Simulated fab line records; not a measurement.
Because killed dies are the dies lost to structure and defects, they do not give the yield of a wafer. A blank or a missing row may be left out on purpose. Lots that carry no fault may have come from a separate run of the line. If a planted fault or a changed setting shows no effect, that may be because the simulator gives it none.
Struck lot and sound lot, side by side -- flow nand harc -- 24 out of 1302 route steps
Sound: the wafers L881.3, L881.5, L881.6. Struck: wafer L893.2; the same lot's L893.1 was not struck, so it is left out; see the end for the cause.
Each step with rows lists, per side, the tool, then ch with its chambers, then its first start. Under that, the readings that differ: sound wafers -- struck wafers -- difference of the means -- sigmas: that difference in standard deviations of wafers without a fault.
alike: readings with means less than 2 such deviations apart, plus words and numbers identical on both sides. not compared: withheld readings, readings lacking a value on some wafer, bounds such as >300 that could conceal the same value, and numbers that have no deviation in the record and whose values overlap.
The two part at a step that has a row with sigmas, a row that says differs or no value, or rows on one side only. Non-overlapping numbers with no deviation appear without sigmas and do not part them. A reading that every wafer of one side lacks parts them only if that side has two wafers or more.

NHARC_P_M1_INSPECT_27:
  struck on defect inspect-01, day 11 10:02; sound on defect inspect-02, day 6 03:25
  alike: raw defect count
NHARC_P_M1_PRE_CLEAN_32: time 12 s.
  sound on pecvd-03 ch 0,1,2, day 6 03:37; struck on pecvd-03 ch 1, day 11 10:07
  alike: heater power w, rf fwd power W
NHARC_P_M1_DEP_33: deposits SiCN, target thk 30 nm.
  sound on pecvd-03 ch 0,1,2, day 6 03:45; struck on pecvd-03 ch 1, day 11 10:11
  alike: heater power w, rf fwd power W
then, 8 steps without rows for these wafers: NHARC_P_M2_DEP_00 (deposits SiOC, target thk 182.5 nm); NHARC_P_M2_DEHYDRATE_01 (time 120 s); NHARC_P_M2_HMDS_02 (time 30 s); NHARC_P_M2_COAT_34 (time 65 s); NHARC_P_M2_COAT_03 (resist thk 90 nm); NHARC_P_M2_SOFTBAKE_04 (time 55 s); NHARC_P_M2_EBR_05; NHARC_P_M2_EXPOSE_06 (exposes mask P M2, target cd 170 nm).
NHARC_P_M2_PEB_07: peb time 65 s.
  sound on litho track-01 ch 0, day 6 04:50; struck on litho track-06 ch 0, day 11 11:21
reading,sound,struck,difference,sigmas
exhaust pa (Pa),44.5 44.2 43.8,45.9,+1.7,+2
heater power total W (W),156.0 156.0 156.1,175.1,+19.1,+43
then, 1 step without rows for these wafers: NHARC_P_M2_DEVELOP_08 (develop time 35 s).
NHARC_P_M2_CD_MEAS_09 targets a cd of 170 nm.
  sound on cd sem-03 ch 0, day 6 04:55; struck on cd sem-02 ch 0, day 11 11:26
reading,sound,struck,difference,sigmas
cd nm (nm),170.7 170.3 170.0,161.5,-8.8,-14
NHARC_P_M2_OVL_MEAS_10: pitch 340 nm.
  struck on overlay-02, day 11 11:31; sound on overlay-01, day 6 05:00
  alike: overlay x nm, overlay y nm
NHARC_P_M2_INSPECT_11:
  struck on defect inspect-02, day 11 11:34; sound on defect inspect-01, day 6 05:02
  alike: raw defect count
NHARC_P_M2_DESCUM_14: chemistry O2, time 3 s.
  sound on rie diel-09 ch 0,1,3, day 6 05:07; struck on rie diel-11 ch 0, day 11 11:38
reading,sound,struck,difference,sigmas
model.P_M2.cd nm (nm),171.1 170 169.8,161.3,-9.0,
  alike: drypump motor current A, oes product au, rf vpp V, showerhead plenum p Torr, throttle valve pct
  not compared: rf hours counter h
NHARC_P_M2_ETCH_35: etches the open film in N2/H2, target depth 40 nm, overetch 12 nm, time 43.94 s.
  sound on rie diel-09 ch 0,1, day 6 05:11; struck on rie diel-11 ch 1, day 11 11:43
reading,sound,struck,difference,sigmas
drypump motor current A (A),5.7 5.7 5.7,6.8,+1.1,+2
  alike: oes product au, rf fwd power W, rf vpp V, showerhead plenum p Torr, throttle valve pct
  not compared: rf hours counter h
NHARC_P_M2_ETCH_15: etches the open film in C4F8/Ar, target depth 182.5 nm, time 91.2 s.
  sound on rie diel-09 ch 0,3; struck on rie diel-11 ch 1
  alike: oes product au, rf fwd power W, rf vpp V
  not compared: rf hours counter h
NHARC_P_M2_CD_MEAS_16:
  struck on cd sem-01, day 11 11:55; sound on cd sem-03, day 6 05:24
reading,sound,struck,difference,sigmas
cd nm (nm),171.2 170.5 169.9,161.1,-9.4,-12
NHARC_P_M2_STRIP_18: strips in N2/H2.
  sound on rie diel-11 ch 0,1, day 6 05:30; struck on rie diel-09 ch 2, day 11 12:04
reading,sound,struck,difference,sigmas
oes product au (a.u.),0.993 0.999 0.996,1.019,+0.023,+2
  alike: drypump motor current A, rf fwd power W, rf vpp V, showerhead plenum p Torr, throttle valve pct
  not compared: rf hours counter h
NHARC_P_M2_ETCH_28: etches the open film in CF4/N2, target depth 30 nm, time 72.99 s.
  sound on rie diel-11 ch 1,2,3; struck on rie diel-09 ch 1
reading,sound,struck,difference,sigmas
oes product au (a.u.),0.993 0.997 0.986,1.031,+0.039,+4
model.P_M2.cd nm (nm),171.6 170.8 170.2,161,-10,
  alike: drypump motor current A, rf fwd power W, rf vpp V, showerhead plenum p Torr, throttle valve pct
  not compared: rf hours counter h
then, 2 steps without rows for these wafers: NHARC_P_M2_STRIP_19 (strips in post etch residue remover, time 600 s); NHARC_END_SORT_01.

WHERE THEY PART
At NHARC_P_M2_PEB_07 first; at NHARC_P_M2_ETCH_28 last (within this record only).

WHY: what had been put in by the simulator
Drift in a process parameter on litho track-06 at NHARC_P_M2_PEB_07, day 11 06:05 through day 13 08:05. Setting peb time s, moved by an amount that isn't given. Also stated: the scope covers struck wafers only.
